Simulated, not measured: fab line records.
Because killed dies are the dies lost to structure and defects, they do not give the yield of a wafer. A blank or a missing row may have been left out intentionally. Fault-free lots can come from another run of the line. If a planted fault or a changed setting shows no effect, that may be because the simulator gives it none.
Comparing a struck lot with a sound one + flow nand_harc + 15 out of 1159 route steps
Sound: the wafers L232.2, L232.4, L232.5. Struck: wafer L224.2; the same lot's L224.1 was not struck, so it is left out; see the end for the cause.
Each step with rows lists, per side, the tool, then ch with its chambers, then its first start. Under that, the readings that differ: sound wafers + struck wafers + difference of the means + sigmas: that difference in standard deviations of wafers without a fault.
alike: readings whose means differ by less than 2 such deviations, and words and numbers that are the same on both sides. not compared: withheld readings, readings that some wafer has no value for, bounds like >300 that may hide the same value, and numbers for which the record gives no deviation and whose values overlap.
The two part at a step that has a row with sigmas, a row that says differs or no value, or rows on one side only. Numbers that don't overlap but have no deviation are shown without sigmas and don't part them. A reading that every wafer of one side lacks parts them only if that side has two wafers or more.

first, 1 step without rows for these wafers: NHARC_A_ONON_D1_DEP_09 (target thk 1000 nm).
NHARC_A_ONON_D1_THK_MEAS_11: measures by ellipsometry.
  struck on film_metro-02, day 8 16:01; sound on film_metro-02, day 10 16:32
  alike: thk_nm
following that, 1 step holds no rows for these wafers, namely NHARC_A_ONON_D1_DEP_12 (target thickness 1000 nm).
NHARC_A_ONON_D1_THK_MEAS_14: measures by ellipsometry.
  struck on film_metro-01, day 8 16:35; sound on film_metro-02, day 10 17:07
  alike: thk_nm
then, 2 steps without rows for these wafers: NHARC_A_ONON_D1_ANNEAL_15 (time 3600 s); NHARC_A_ONON_D1_DEP_16 (target thk 1000 nm).
NHARC_A_ONON_D1_THK_MEAS_18: measures by ellipsometry.
  struck on film_metro-02, day 8 23:44; sound on film_metro-01, day 11 02:16
| reading     | sound       | struck | difference | sigmas |
|-------------|-------------|--------|------------|--------|
| thk_nm (nm) | 987 988 987 | 1010   | +23        | +2     |
following that, 1 step holds no rows for these wafers, namely NHARC_A_ONON_D1_DEP_19 (target thickness 1000 nm).
NHARC_A_ONON_D1_THK_MEAS_21: measures by ellipsometry.
  struck on film_metro-01, day 9 00:18; sound on film_metro-02, day 11 02:50
  alike: thk_nm
following that, 1 step holds no rows for these wafers, namely NHARC_A_ONON_D1_DEP_22 (target thickness 1000 nm).
NHARC_A_ONON_D1_THK_MEAS_24: measures by ellipsometry.
  struck on film_metro-02, day 9 00:52; sound on film_metro-02, day 11 03:32
| reading     | sound       | struck | difference | sigmas |
|-------------|-------------|--------|------------|--------|
| thk_nm (nm) | 992 992 992 | 1021   | +29        | +3     |
NHARC_A_ONON_D1_DEP_25: target thk 1000 nm.
  sound on pecvd_onon-02 ch 0, day 11 03:47; struck on pecvd_onon-04 ch 0, day 9 00:56
NHARC_A_ONON_D1_THK_MEAS_27: measures by ellipsometry.
  struck on film_metro-01, day 9 01:26; sound on film_metro-02, day 11 04:14
| reading     | sound          | struck | difference | sigmas |
|-------------|----------------|--------|------------|--------|
| thk_nm (nm) | 1007 1005 1007 | 1831   | +825       | +82    |
following that, 1 step holds no rows for these wafers, namely NHARC_A_ONON_D1_DEP_28 (target thickness 1000 nm).
-- break in the record here, with 11 days between the starts of the struck wafers on either side (left off in module A_ONON_D1, picked up again in module END, where the first step shown is number 1159 on the route) --
NHARC_END_SORT_01:
  sound on prober-01 ch 0, day 22 14:19; struck on prober-01 ch 0, day 20 12:01
| reading         | sound    | struck | difference | sigmas |
|-----------------|----------|--------|------------|--------|
| killed_at_array | 13 10 22 | 674    | +659       | +67    |
| killed_dies     | 14 12 24 | 677    | +660       | +66    |
| killed_open     | 2 4 6    | 0      | -4         | -2     |
  alike: killed_at_other, killed_at_periphery, killed_short

## WHERE THEY PART
First at NHARC_A_ONON_D1_THK_MEAS_18; last, within this record, at NHARC_END_SORT_01.

WHY: the cause the simulator had injected
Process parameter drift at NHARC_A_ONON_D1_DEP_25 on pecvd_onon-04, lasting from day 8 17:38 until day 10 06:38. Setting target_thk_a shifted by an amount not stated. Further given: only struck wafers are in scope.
